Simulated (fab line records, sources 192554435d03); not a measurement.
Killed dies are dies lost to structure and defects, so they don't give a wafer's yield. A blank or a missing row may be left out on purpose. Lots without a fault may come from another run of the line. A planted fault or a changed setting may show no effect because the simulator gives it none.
Split-lot experiment | flow n5_finfet | 7 lots, 21 wafers read, on a route of 1938 steps

THE SPLIT
At N5_BEOL_M7_ETCH_61 (etches SiARC in CF4, target depth 45.5 nm, time 75.8 s), the setting source_w was moved away from the recipe's 545 W on 6 of the 21 wafers read, by -11.5% to +12.2%. The other wafers ran this setting at the recipe's value.

The reading is taken at the split's own step.

THE READING
rf_vpp_V, in V, at N5_BEOL_M7_ETCH_61 (etches SiARC in CF4, target depth 45.5 nm, time 75.8 s). Fault-free wafers of this fab line usually give 184.1 V, standard deviation 1.1 V.

wafer  | tool, chamber at the split | source_w as run, W | against the recipe | rf_vpp_V, V | against lot-mates on the recipe
L074.2 | rie_diel-01, 3             | 545                | recipe             | 182.7       | -
L074.4 | rie_diel-01, 2             | 545                | recipe             | 184.3       | -
L074.6 | rie_diel-01, 3             | 482.3              | -11.5%             | 192.4       | +8.9
L075.3 | rie_diel-01, 3             | 611.3              | +12.2%             | 177.3       | -7.1
L075.5 | rie_diel-01, 2             | 611.3              | +12.2%             | 177.5       | -6.9
L075.6 | rie_diel-01, 3             | 545                | recipe             | 184.4       | -
L080.1 | rie_diel-06, 0             | 545                | recipe             | 183.4       | -
L080.2 | rie_diel-06, 2             | 545                | recipe             | 183.4       | -
L080.4 | rie_diel-06, 2             | 545                | recipe             | 182.6       | -
L084.3 | rie_diel-03, 0             | 545                | recipe             | 183.6       | -
L084.4 | rie_diel-03, 3             | 545                | recipe             | 182.3       | -
L084.5 | rie_diel-03, 1             | 545                | recipe             | 183.0       | -
L088.2 | rie_diel-03, 0             | 608.4              | +11.6%             | 176.4       | -6.9
L088.4 | rie_diel-03, 0             | 545                | recipe             | 183.1       | -
L088.6 | rie_diel-03, 3             | 545                | recipe             | 183.6       | -
L091.3 | rie_diel-06, 0             | 605.6              | +11.1%             | 179.5       | -3.7
L091.5 | rie_diel-06, 2             | 545                | recipe             | 183.2       | -
L091.6 | rie_diel-06, 1             | 605.6              | +11.1%             | 177.8       | -5.4
L082.1 | rie_diel-03, 1             | 545                | recipe             | 184.5       | -
L082.3 | rie_diel-03, 3             | 545                | recipe             | 184.5       | -
L082.6 | rie_diel-03, 0             | 545                | recipe             | 181.4       | -

THE FIT
A straight line over all 21 wafers: rf_vpp_V changes by -0.553 V for each +1% of source_w; r = -0.95; the points scatter about the line by 1.1 V.
The same after taking each lot's own level away (the mean of its wafers on the recipe; 21 wafers): -0.577 V for each +1%; r = -0.96; scatter 1.1 V.
On that fit, the largest move of source_w shifts the reading by 7 V.
The lots' own levels span 182.97 to 184.40 V, that is 1.3 times the standard deviation above.
So the lot-to-lot level changes the slope little: the two slopes agree.
Check: with one of the wafers moved furthest among these (+12.2%) left out of the fit, the line predicts -6.66 V for it against its lot-mates. It came out at -7.1 V against them.
Tool readings at the split's step, against how far the setting was moved: etch_rf_on_time_s r = -0.96; rf_vpp_V r = -0.95.

OTHER SPLITS ON THESE WAFERS
These wafers also went through other splits before the reading. Each is held against what the fit with the lots' levels taken away leaves over:
other split on the same wafers     | wafers away from the commonest value | r with rf_vpp_V (lot level and that fit taken away)
N5_BEOL_M4_COAT_76 spin_rpm        | 5                                    | -0.03
N5_BEOL_M4_EXPOSE_25 dose_mj       | 5                                    | +0.02
N5_BEOL_M5_SPUTTER_88 time_s       | 4                                    | -0.31
N5_BEOL_M6_TRENCH_ETCH_37 source_w | 4                                    | -0.24

THE WHOLE CHAIN: every reading that the file lists as answering this split, in the file's order
step               | what it does                                           | reading           | change (the file's fit)              | r (the file's)
N5_BEOL_M7_ETCH_61 | etches SiARC in CF4, target depth 45.5 nm, time 75.8 s | etch_rf_on_time_s | withheld for each +1% of the setting | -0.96
N5_BEOL_M7_ETCH_61 | etches SiARC in CF4, target depth 45.5 nm, time 75.8 s | rf_vpp_V          | -0.592 V for each +1% of the setting | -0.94

THE FILE'S OWN FIT
rf_vpp_V changes by -0.592 V for each +1% of source_w, r = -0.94.
